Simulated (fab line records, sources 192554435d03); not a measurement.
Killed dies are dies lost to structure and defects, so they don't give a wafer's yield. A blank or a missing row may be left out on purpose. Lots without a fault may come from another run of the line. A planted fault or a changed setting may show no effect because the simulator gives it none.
Split-lot experiment | flow n5_finfet | 7 lots, 21 wafers read, on a route of 1938 steps

THE SPLIT
At N5_BEOL_M1_COAT_61 (time 60 s, resist thk 60 nm), the setting spin_rpm was moved away from the recipe's 1500 rpm on 8 of the 21 wafers read, by -5.5% to +9.2%. The other wafers ran this setting at the recipe's value.

FROM THE SPLIT TO THE READING: what the file shows between them, 10 steps
- N5_BEOL_M1_COAT_62: time 60 s, resist thk 12 nm (also split here: spin_rpm)
- N5_BEOL_M1_COAT_73: time 60 s, resist thk 5 nm
- N5_BEOL_M1_COAT_05: resist thk 30 nm
- N5_BEOL_M1_DESCUM_16: chemistry O2, time 7 s
- N5_BEOL_M1_ETCH_74: etches underlayer in N2/H2, target depth 6.5 nm, time 5.2 s
- N5_BEOL_M1_ETCH_63: etches SiARC in CF4, target depth 15.6 nm, time 26 s
- N5_BEOL_M1_ETCH_64: etches SOC in N2/H2, target depth 75 nm, overetch 15 nm, time 112.5 s
- N5_BEOL_M1_STRIP_65: strips in N2/H2
- N5_BEOL_M1_STRIP_75: strips in N2/H2
- N5_BEOL_M1_STRIP_66: strips in CF4

THE READING
SOC_of_BEOL_M1_COAT_61.thk_nm (the simulator's own value, which no gauge read), in nm, at N5_BEOL_M1_HM_OPEN_17 (chemistry Cl2/BCl3, target TiN, target depth 20 nm, overetch 6 nm). The file gives no usual value for it. The 13 wafers here that ran the recipe average 52.4 nm, standard deviation 0.4 nm.

wafer  | tool, chamber at the split | spin_rpm as run, rpm | against the recipe | SOC_of_BEOL_M1_COAT_61.thk_nm, nm | against lot-mates on the recipe
L077.1 | litho_track-02, 0          | 1500                 | recipe             | 52.4                              | -
L077.5 | litho_track-02, 0          | 1621                 | +8.1%              | 50.2                              | -2.2
L077.6 | litho_track-02, 0          | 1621                 | +8.1%              | 50                                | -2.4
L080.1 | litho_track-04, 0          | 1418                 | -5.5%              | 54.2                              | +1.8
L080.3 | litho_track-04, 0          | 1418                 | -5.5%              | 53.8                              | +1.4
L080.6 | litho_track-04, 0          | 1500                 | recipe             | 52.4                              | -
L081.1 | litho_track-04, 0          | 1500                 | recipe             | 53                                | -
L081.2 | litho_track-04, 0          | 1638                 | +9.2%              | 49.4                              | -3.6
L081.5 | litho_track-04, 0          | 1638                 | +9.2%              | 50.2                              | -2.8
L082.2 | litho_track-01, 0          | 1555                 | +3.7%              | 50.8                              | -1.4
L082.3 | litho_track-01, 0          | 1555                 | +3.7%              | 50.8                              | -1.4
L082.4 | litho_track-01, 0          | 1500                 | recipe             | 52.2                              | -
L086.2 | litho_track-04, 0          | 1500                 | recipe             | 52.6                              | -
L086.5 | litho_track-04, 0          | 1500                 | recipe             | 52.8                              | -
L086.6 | litho_track-04, 0          | 1500                 | recipe             | 52.8                              | -
L091.3 | litho_track-04, 0          | 1500                 | recipe             | 51.8                              | -
L091.4 | litho_track-04, 0          | 1500                 | recipe             | 52.6                              | -
L091.6 | litho_track-04, 0          | 1500                 | recipe             | 52                                | -
L093.2 | litho_track-02, 0          | 1500                 | recipe             | 51.8                              | -
L093.3 | litho_track-02, 0          | 1500                 | recipe             | 51.8                              | -
L093.5 | litho_track-02, 0          | 1500                 | recipe             | 52.6                              | -

THE FIT
A straight line over all 21 wafers: SOC_of_BEOL_M1_COAT_61.thk_nm changes by -0.291 nm for each +1% of spin_rpm; r = -0.95; the points scatter about the line by 0.4 nm.
The same after taking each lot's own level away (the mean of its wafers on the recipe; 21 wafers): -0.318 nm for each +1%; r = -0.98; scatter 0.29 nm.
On that fit, the largest move of spin_rpm shifts the reading by 2.9 nm.
The lots' own levels span 52.07 to 53.00 nm, that is 2.3 times the standard deviation above.
So the lot-to-lot level changes the slope little: the two slopes agree.
Check: with one of the wafers moved furthest among these (+9.2%) left out of the fit, the line predicts -2.77 nm for it against its lot-mates. It came out at -3.6 nm against them.

OTHER SPLITS ON THESE WAFERS
These wafers also went through other splits before the reading. Each is held against what the fit with the lots' levels taken away leaves over:
other split on the same wafers | wafers away from the commonest value | r with SOC_of_BEOL_M1_COAT_61.thk_nm (lot level and that fit taken away)
N5_BEOL_M0_ETCH_138 bias_w     | 8                                    | -0.34
N5_BEOL_M1_COAT_62 spin_rpm    | 6                                    | +0.30

THE WHOLE CHAIN: every reading that the file lists as answering this split, in the file's order
step                  | what it does                                                          | reading                                                                        | change (the file's fit)               | r (the file's)
N5_BEOL_M1_COAT_61    | time 60 s, resist thk 60 nm                                           | SOC_of_BEOL_M1_COAT_61.thk_nm (the simulator's own value, which no gauge read) | -0.297 nm for each +1% of the setting | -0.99
N5_BEOL_M1_ETCH_64    | etches SOC in N2/H2, target depth 75 nm, overetch 15 nm, time 112.5 s | etch.depth_nm (the simulator's own value, which no gauge read)                 | -0.296 nm for each +1% of the setting | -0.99
N5_BEOL_M1_HM_OPEN_17 | chemistry Cl2/BCl3, target TiN, target depth 20 nm, overetch 6 nm     | SOC_of_BEOL_M1_COAT_61.thk_nm (the simulator's own value, which no gauge read) | -0.321 nm for each +1% of the setting | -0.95

THE FILE'S OWN FIT
SOC_of_BEOL_M1_COAT_61.thk_nm changes by -0.321 nm for each +1% of spin_rpm, r = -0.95.
